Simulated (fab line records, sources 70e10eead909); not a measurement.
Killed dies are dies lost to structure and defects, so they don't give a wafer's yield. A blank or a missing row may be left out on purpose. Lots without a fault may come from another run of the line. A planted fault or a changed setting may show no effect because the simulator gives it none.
Chamber matching | flow nand_harc | NHARC_A_STAIRCASE_ETCH_253 on rie_diel-13: 4 sister chambers
The step etches the open film in C4F8/O2, target depth 50 nm, time 20.2 s. 16 wafers are shown with their chamber, then 8 later ones without.

WAFERS WITH THEIR CHAMBER
wafer  | chamber | rf_vpp_V (V) | oes_product_au (a.u.)
L075.2 | 1       | 894          | 0.944
L075.3 | 3       | 907          | 0.974
L075.4 | 2       | 891          | 0.967
L074.1 | 3       | 906          | 0.968
L074.2 | 2       | 891          | 0.948
L074.6 | 2       | 892          | 0.962
L077.2 | 2       | 892          | 0.957
L077.4 | 1       | 893          | 0.956
L077.6 | 0       | 894          | 0.982
L080.3 | 0       | 893          | 0.967
L080.5 | 1       | 892          | 0.951
L080.6 | 2       | 891          | 0.984
L084.3 | 2       | 891          | 0.955
L084.5 | 3       | 905          | 0.957
L084.6 | 2       | 893          | 0.956
L086.2 | 0       | 891          | 0.980

SIGNATURES (means of the wafers above)
reading        | chamber 0 | chamber 1 | chamber 2 | chamber 3 | scatter within a chamber
rf_vpp_V       | 892.67    | 893.00    | 891.57    | 906.00    | 1.02
oes_product_au | 0.97633   | 0.95033   | 0.96129   | 0.96633   | 0.00985
Rule: a wafer's distance from a chamber is the root of the sum, over the readings, of the square of ((its reading less the chamber's mean) divided by the reading's scatter). The wafer belongs to the nearest chamber; if the next one is less than 2 further off, it can't be placed. The scatter: the root of (the sum of the squares of (reading less its chamber's mean) over the shown wafers, divided by (wafers less chambers)).

WAFERS WITHOUT THEIR CHAMBER
wafer  | rf_vpp_V (V) | oes_product_au (a.u.)
L086.3 | 890          | 0.970
L086.6 | 905          | 0.980
L091.2 | 894          | 0.974
L091.3 | 904          | 0.952
L091.6 | 903          | 0.949
L095.1 | 904          | 0.918
L095.4 | 891          | 0.923
L095.5 | 890          | 0.926

WHICH CHAMBER EACH WENT THROUGH
wafer  | from the rows above          | in truth
L086.3 | can't be placed: 2 or 0 or 1 | 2
L086.6 | 3                            | 3
L091.2 | can't be placed: 0 or 1 or 2 | 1
L091.3 | 3                            | 3
L091.6 | 3                            | 3
L095.1 | 3                            | 3
L095.4 | can't be placed: 1 or 2      | 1
L095.5 | can't be placed: 1 or 2 or 0 | 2
Placed correctly: 4 of 8. Can't be placed from these rows: 4 (the true chamber is among the candidates in 4). Placed wrongly: 0.
